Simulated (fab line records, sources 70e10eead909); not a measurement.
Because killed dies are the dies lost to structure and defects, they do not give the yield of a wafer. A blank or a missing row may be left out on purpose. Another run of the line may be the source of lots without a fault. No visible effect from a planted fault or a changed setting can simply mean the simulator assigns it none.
Which of the tools did it? | flow nand-harc | 33 wafers from 11 lots sampled at 2 of the route's 1302 steps

WHAT THE GAUGES READ, wafer by wafer
NHARC_A_CHANNEL_HOLE_D1_CD_MEAS_18.
lot  | measured     | on        | cd-nm (nm)
L367 | day 9 11:30  | cd-sem-03 | 103.6 87.8 99.7
L369 | day 9 22:26  | cd-sem-01 | 103.9 103.2 96.6
L375 | day 12 21:53 | cd-sem-02 | 96.7 98.3 95.9
L376 | day 13 04:26 | cd-sem-01 | 98.3 98.3 99.7
L377 | day 13 08:59 | cd-sem-02 | 100.2 103.2 99.2
L384 | day 16 04:11 | cd-sem-01 | 97.9 98.2 101.5
L383 | day 16 04:38 | cd-sem-03 | 98.0 94.6 95.0
L385 | day 17 01:25 | cd-sem-01 | 100.4 97.2 95.2
L386 | day 17 01:59 | cd-sem-03 | 103.4 98.7 99.0
L387 | day 17 16:24 | cd-sem-03 | 95.1 96.8 92.7
L388 | day 18 09:04 | cd-sem-01 | 94.4 101.8 99.4

WHICH TOOL RAN EACH LOT (tool, then ch and the chambers of the sampled wafers, then the start)
lot  | NHARC_A_CHANNEL_HOLE_D1_ETCH_38
L367 | rie-diel-04 ch 0,1,2, day 9 10:29
L369 | rie-diel-04 ch 0,1,2, day 9 21:24
L375 | rie-diel-11 ch 0,2,3, day 12 20:52
L376 | rie-diel-11 ch 0,1,2, day 13 03:26
L377 | rie-diel-11 ch 0,2,3, day 13 07:57
L384 | rie-diel-11 ch 1,3, day 16 02:42
L383 | rie-diel-11 ch 0,1,3, day 16 03:01
L385 | rie-diel-11 ch 1,2,3, day 17 00:12
L386 | rie-diel-04 ch 1,3, day 17 00:43
L387 | rie-diel-11 ch 0,1,2, day 17 15:22
L388 | rie-diel-11 ch 0,1,2, day 18 07:59
- NHARC_A_CHANNEL_HOLE_D1_ETCH_38: etches the open film in CF4, target depth 39 nm, time 65 s.

THE ANSWER, worked out from the rows above alone
Rule: the usual values come from the lots themselves. Put in order of their means at a reading, lots are off if they are a third of the lots or fewer, leave a main group of 4 or more, and stand apart from it by a gap of 3 or more times the standard deviation of the main group's means; of several such gaps the widest counts. A main group is skipped when, at the precision printed for the reading in the tables above, its means are all equal. A lot without any number at a reading at which 4 lots or more have one is off too. All remaining lots with rows at the step are treated as sound.
Across all readings shown, no lot is off: no conclusion can be drawn from this.

WHAT THE SIMULATOR HAD INSERTED
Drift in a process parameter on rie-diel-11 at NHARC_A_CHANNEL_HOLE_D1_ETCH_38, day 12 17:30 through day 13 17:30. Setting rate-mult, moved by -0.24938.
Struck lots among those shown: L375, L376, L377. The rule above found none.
